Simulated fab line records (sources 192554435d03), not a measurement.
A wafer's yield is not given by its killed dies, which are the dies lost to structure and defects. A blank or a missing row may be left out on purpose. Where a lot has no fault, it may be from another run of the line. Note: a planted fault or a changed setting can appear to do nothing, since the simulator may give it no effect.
Matching of chambers / flow n5-finfet / N5_ILD0_CMP_12 on cmp-04: 4 sister chambers
The step polishes SiNx, stops on poly-Si, t overpolish 6 s, target thk 17.67 nm. 14 wafers are shown with their chamber, then 7 later ones without.

WAFERS PAIRED WITH THEIR CHAMBERS
wafer=L081.2; chamber=0; motor-current-A (A)=8.9; time-to-endpoint-s (s)=25.0; retaining-ring-pressure-frac=0.994
wafer=L081.5; chamber=0; motor-current-A (A)=8.6; time-to-endpoint-s (s)=23.7; retaining-ring-pressure-frac=1.008
wafer=L081.6; chamber=3; motor-current-A (A)=11.9; time-to-endpoint-s (s)=29.4; retaining-ring-pressure-frac=0.998
wafer=L083.1; chamber=1; motor-current-A (A)=9.2; time-to-endpoint-s (s)=29.3; retaining-ring-pressure-frac=1.001
wafer=L083.3; chamber=2; motor-current-A (A)=8.5; time-to-endpoint-s (s)=27.4; retaining-ring-pressure-frac=1.004
wafer=L083.4; chamber=0; motor-current-A (A)=9.0; time-to-endpoint-s (s)=23.3; retaining-ring-pressure-frac=1.004
wafer=L089.1; chamber=3; motor-current-A (A)=11.9; time-to-endpoint-s (s)=31.9; retaining-ring-pressure-frac=1.000
wafer=L089.3; chamber=1; motor-current-A (A)=9.1; time-to-endpoint-s (s)=28.3; retaining-ring-pressure-frac=0.993
wafer=L089.5; chamber=3; motor-current-A (A)=12.6; time-to-endpoint-s (s)=29.4; retaining-ring-pressure-frac=1.003
wafer=L091.1; chamber=1; motor-current-A (A)=9.1; time-to-endpoint-s (s)=30.5; retaining-ring-pressure-frac=0.996
wafer=L091.5; chamber=2; motor-current-A (A)=8.6; time-to-endpoint-s (s)=30.1; retaining-ring-pressure-frac=1.001
wafer=L091.6; chamber=3; motor-current-A (A)=12.0; time-to-endpoint-s (s)=29.9; retaining-ring-pressure-frac=1.007
wafer=L092.4; chamber=2; motor-current-A (A)=7.9; time-to-endpoint-s (s)=30.1; retaining-ring-pressure-frac=0.991
wafer=L092.5; chamber=2; motor-current-A (A)=8.2; time-to-endpoint-s (s)=29.9; retaining-ring-pressure-frac=0.998

SIGNATURES (means of the wafers above)
reading=motor-current-A; chamber 0=8.833; chamber 1=9.133; chamber 2=8.300; chamber 3=12.100; scatter within a chamber=0.271
reading=time-to-endpoint-s; chamber 0=24.000; chamber 1=29.367; chamber 2=29.375; chamber 3=30.150; scatter within a chamber=1.16
reading=retaining-ring-pressure-frac; chamber 0=1.00200; chamber 1=0.99667; chamber 2=0.99850; chamber 3=1.00200; scatter within a chamber=0.00525
Rule: for a wafer and a chamber, the distance is found by dividing, reading by reading, the gap between the wafer's reading and the chamber's mean by the reading's scatter, squaring, summing and taking the root. The wafer belongs to the nearest chamber; if the next one is less than 2 further off, it can't be placed. The scatter: take each reading less its chamber's mean, square it, sum over the shown wafers, divide by the number of wafers less the number of chambers, and take the root.

WAFERS WITHOUT THEIR CHAMBER
wafer=L092.6; motor-current-A (A)=9.5; time-to-endpoint-s (s)=29.7; retaining-ring-pressure-frac=0.996
wafer=L095.1; motor-current-A (A)=9.0; time-to-endpoint-s (s)=29.8; retaining-ring-pressure-frac=1.005
wafer=L095.4; motor-current-A (A)=12.0; time-to-endpoint-s (s)=28.3; retaining-ring-pressure-frac=0.996
wafer=L095.5; motor-current-A (A)=12.2; time-to-endpoint-s (s)=26.8; retaining-ring-pressure-frac=1.000
wafer=L097.4; motor-current-A (A)=11.7; time-to-endpoint-s (s)=26.6; retaining-ring-pressure-frac=0.999
wafer=L097.5; motor-current-A (A)=8.4; time-to-endpoint-s (s)=27.2; retaining-ring-pressure-frac=0.999
wafer=L097.6; motor-current-A (A)=8.9; time-to-endpoint-s (s)=26.1; retaining-ring-pressure-frac=1.004

WHICH CHAMBER EACH WENT THROUGH
wafer=L092.6; from the rows above=1; in truth=1
wafer=L095.1; from the rows above=can't be placed: 1 or 2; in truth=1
wafer=L095.4; from the rows above=3; in truth=3
wafer=L095.5; from the rows above=3; in truth=3
wafer=L097.4; from the rows above=3; in truth=3
wafer=L097.5; from the rows above=can't be placed: 2 or 0 or 1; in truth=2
wafer=L097.6; from the rows above=can't be placed: 0 or 1 or 2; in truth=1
4 of 7 placed correctly. Not placeable from these rows: 3 (in 3, the candidates include the true chamber). Number placed wrongly: 0.
